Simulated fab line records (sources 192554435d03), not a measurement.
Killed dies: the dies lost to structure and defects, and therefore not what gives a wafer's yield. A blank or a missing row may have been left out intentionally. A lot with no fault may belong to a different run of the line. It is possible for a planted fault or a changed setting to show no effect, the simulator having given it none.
Chamber matching | flow n5-finfet | 4 sister chambers for N5_DUMMY_GATE_ETCH_44 on rie-si-04
The step etches poly-Si in HBr/O2, stops on SiO2, target depth 127.5 nm. 16 wafers are shown with their chamber, then 8 later ones without.

WAFERS WITH THEIR CHAMBER
wafer  | chamber | drypump-motor-current-A (A) | throttle-valve-pct (%) | oes-product-au (a.u.)
L074.2 | 1       | 5.7                         | 18.41                  | 0.746
L074.3 | 0       | 6.2                         | 18.78                  | 0.725
L074.5 | 1       | 5.7                         | 18.40                  | 0.752
L075.1 | 1       | 5.7                         | 18.42                  | 0.743
L075.3 | 0       | 6.2                         | 18.79                  | 0.717
L075.5 | 2       | 6.7                         | 18.35                  | 0.695
L079.1 | 1       | 5.7                         | 18.43                  | 0.724
L079.2 | 2       | 6.7                         | 18.35                  | 0.702
L079.5 | 1       | 5.7                         | 18.43                  | 0.726
L086.2 | 3       | 5.9                         | 18.45                  | 0.726
L086.4 | 2       | 6.7                         | 18.33                  | 0.695
L086.6 | 2       | 6.7                         | 18.32                  | 0.708
L090.2 | 0       | 6.3                         | 18.78                  | 0.719
L090.3 | 2       | 6.7                         | 18.34                  | 0.716
L090.4 | 3       | 5.9                         | 18.48                  | 0.747
L091.3 | 0       | 6.2                         | 18.81                  | 0.702

SIGNATURES, as means of the wafers listed above
reading                 | chamber 0 | chamber 1 | chamber 2 | chamber 3 | scatter within a chamber
drypump-motor-current-A | 6.225     | 5.700     | 6.700     | 5.900     | 0.025
throttle-valve-pct      | 18.7900   | 18.4180   | 18.3380   | 18.4650   | 0.0142
oes-product-au          | 0.71575   | 0.73820   | 0.70320   | 0.73650   | 0.011
Rule: for a wafer and a chamber, the distance is found by dividing, reading by reading, the gap between the wafer's reading and the chamber's mean by the reading's scatter, squaring, summing and taking the root. The wafer belongs to the nearest chamber; if the next one is less than 2 further off, it can't be placed. The scatter: the root of (the sum of the squares of (reading less its chamber's mean) over the shown wafers, divided by (wafers less chambers)).

WAFERS WITHOUT THEIR CHAMBER
wafer  | drypump-motor-current-A (A) | throttle-valve-pct (%) | oes-product-au (a.u.)
L091.4 | 5.9                         | 18.45                  | 0.743
L091.6 | 6.7                         | 18.33                  | 0.703
L096.1 | 5.7                         | 18.42                  | 0.732
L096.2 | 6.3                         | 18.78                  | 0.717
L096.6 | 6.7                         | 18.33                  | 0.701
L097.1 | 5.7                         | 18.42                  | 0.749
L097.3 | 5.9                         | 18.47                  | 0.737
L097.5 | 5.9                         | 18.45                  | 0.734

CHAMBER TAKEN BY EACH
wafer  | from the rows above | in truth
L091.4 | 3                   | 3
L091.6 | 2                   | 2
L096.1 | 1                   | 1
L096.2 | 0                   | 0
L096.6 | 2                   | 2
L097.1 | 1                   | 1
L097.3 | 3                   | 3
L097.5 | 3                   | 3
Correctly placed: 8 of 8. Not placeable from these rows: 0. Wrongly placed: 0.
